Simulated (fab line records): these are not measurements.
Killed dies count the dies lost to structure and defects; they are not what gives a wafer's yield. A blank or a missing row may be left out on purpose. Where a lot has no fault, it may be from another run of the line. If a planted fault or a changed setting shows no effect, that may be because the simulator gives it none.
Matching of chambers -- flow n5-finfet -- 4 sister chambers for N5_HKMG_FIN_ALD_74 on ald-hk-03
The step deposits La2O3, target thk 0.5 nm, pulse time 6 s, co reactant pulse time 1 s. 4 wafers are shown with their chamber, then 9 later ones without.

WAFERS, EACH WITH ITS CHAMBER
wafer,chamber,heater-power-w (W)
L089.6,1,382
L094.1,2,352
L094.4,3,309
L094.6,0,382

WAFERS WHOSE CHAMBER IS MISSING
wafer,heater-power-w (W)
L095.1,304
L095.4,384
L095.5,348
L097.2,307
L097.3,379
L097.6,394
L096.3,382
L096.4,354
L096.6,375

WHICH CHAMBER EACH ONE RAN IN
wafer,from the rows above,in truth
L095.1,3,3
L095.4,can't be placed: 0 or 1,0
L095.5,2,2
L097.2,3,3
L097.3,can't be placed: 0 or 1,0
L097.6,can't be placed: 0 or 1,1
L096.3,can't be placed: 0 or 1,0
L096.4,2,2
L096.6,can't be placed: 0 or 1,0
4 of 9 placed correctly. These rows do not allow placing 5 (true chamber among the candidates in 5). Placed wrongly: 0.
How it was worked out, from the rows above alone: a wafer's distance from a chamber is the root of the sum, over the readings, of the square of ((its reading less the chamber's mean) divided by the reading's scatter). The wafer belongs to the nearest chamber; if the next one is less than 2 further off, it can't be placed. For every chamber, the mean is computed from those of its wafers that are shown. The scatter: root of mean squared gap, hidden wafer to nearest shown wafer, with one shown wafer a chamber.
